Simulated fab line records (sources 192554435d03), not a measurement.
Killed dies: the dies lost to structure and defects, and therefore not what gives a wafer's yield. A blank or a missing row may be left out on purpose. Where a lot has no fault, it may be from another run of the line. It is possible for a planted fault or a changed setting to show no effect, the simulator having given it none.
Which of the tools did it? + flow n5Finfet + 36 wafers from 12 lots sampled at 3 of the route's 1938 steps

== WHAT THE GAUGES READ, wafer by wafer ==
N5_BEOL_M6_THK_MEAS_01. Usual: M6_ILD_THK typically reads 154.8 nm, with standard deviation 2.
| lot  | measured     | on           | M6_ILD_THK (nm)   | flag |
|------|--------------|--------------|-------------------|------|
| L804 | day 8 14:10  | filmMetro-01 | 153.1 155.6 155.0 |      |
| L805 | day 8 19:11  | filmMetro-01 | 152.0 155.3 152.9 |      |
| L808 | day 9 14:30  | filmMetro-02 | 152.6 155.6 155.0 |      |
| L809 | day 9 23:25  | filmMetro-02 | 152.3 153.6 153.8 |      |
| L810 | day 11 11:38 | filmMetro-01 | 154.1 152.0 155.1 |      |
| L815 | day 12 05:35 | filmMetro-02 | 153.3 154.0 157.0 |      |
| L814 | day 12 16:45 | filmMetro-02 | 153.8 156.7 154.1 |      |
| L821 | day 13 19:00 | filmMetro-02 | 154.1 152.6 152.5 |      |
| L824 | day 13 22:05 | filmMetro-02 | 156.3 156.6 155.8 |      |
| L823 | day 14 12:01 | filmMetro-02 | 155.4 156.7 158.6 |      |
| L826 | day 14 15:11 | filmMetro-01 | 154.3 158.0 156.5 |      |
| L822 | day 14 19:38 | filmMetro-01 | 153.9 155.9 154.2 |      |

N5_BEOL_M6_CD_MEAS_11: target cd 38.5 nm. Usual: cdNm reads 38.5 nm (standard deviation 0.65).
| lot  | measured     | on       | cdNm (nm)      | flag |
|------|--------------|----------|----------------|------|
| L804 | day 8 16:01  | cdSem-02 | 38.7 39.1 39.4 |      |
| L805 | day 8 20:58  | cdSem-01 | 38.7 39.1 39.3 |      |
| L808 | day 9 16:26  | cdSem-02 | 38.1 38.4 38.7 |      |
| L809 | day 9 23:54  | cdSem-01 | 38.0 37.9 37.7 |      |
| L810 | day 11 13:44 | cdSem-03 | 38.2 37.1 37.4 |      |
| L815 | day 12 07:00 | cdSem-03 | 39.2 39.6 38.2 |      |
| L814 | day 12 18:32 | cdSem-02 | 37.7 38.6 38.7 |      |
| L821 | day 13 20:31 | cdSem-01 | 38.5 38.5 37.9 |      |
| L824 | day 14 01:19 | cdSem-03 | 39.6 39.1 38.7 |      |
| L823 | day 14 14:24 | cdSem-01 | 36.7 37.1 37.6 |      |
| L826 | day 14 18:25 | cdSem-03 | 38.8 39.6 39.1 |      |
| L822 | day 14 21:55 | cdSem-03 | 38.6 39.0 38.5 |      |

N5_BEOL_M6_INSPECT_13: inspects for defects (brightfield). Usual: rawDefectCount reads 389 (standard deviation 85).
| lot  | measured     | on               | rawDefectCount | flag |
|------|--------------|------------------|----------------|------|
| L804 | day 8 16:04  | defectInspect-02 | 387 262 224    |      |
| L805 | day 8 21:01  | defectInspect-01 | 410 246 332    |      |
| L808 | day 9 16:29  | defectInspect-02 | 403 377 348    |      |
| L809 | day 9 23:58  | defectInspect-01 | 464 448 335    |      |
| L810 | day 11 13:47 | defectInspect-02 | 327 296 304    |      |
| L815 | day 12 07:03 | defectInspect-02 | 294 409 324    |      |
| L814 | day 12 18:35 | defectInspect-01 | 270 442 300    |      |
| L821 | day 13 20:34 | defectInspect-02 | 337 447 273    |      |
| L824 | day 14 01:22 | defectInspect-01 | 514 381 368    |      |
| L823 | day 14 14:27 | defectInspect-01 | 493 465 522    |      |
| L826 | day 14 18:28 | defectInspect-01 | 667 439 548    |      |
| L822 | day 14 21:58 | defectInspect-01 | 469 389 555    |      |

== EACH LOT AND THE TOOL THAT RAN IT (in order: tool; ch and the chambers of the sampled wafers; start) ==
The record shows no process step preceding these readings.

== AS READ BY THE TOOLS THEMSELVES (means over the sampled wafers that have a number; for cases with no such wafer, the mark the record gives instead) ==
The record holds no such reading with a usual standard deviation.

== THE ANSWER, worked out from the rows above alone ==
Rule: lot off if the mean of its wafers having a number is beyond 3 standard deviations from the usual mean. Also off: a lot with no number at a reading for which 4 or more lots have one. The other lots that the step has rows for count as sound. The gauges are gone through in route order, then the tools' own readings, and for those a lot's mean is taken as printed above. The first step at which some lot is off is used, and at that step the reading that is off furthest; a lot without a number counts as furthest.
Across all readings shown, no lot is off: no conclusion can be drawn from this.

== WHAT THE SIMULATOR PUT IN ==
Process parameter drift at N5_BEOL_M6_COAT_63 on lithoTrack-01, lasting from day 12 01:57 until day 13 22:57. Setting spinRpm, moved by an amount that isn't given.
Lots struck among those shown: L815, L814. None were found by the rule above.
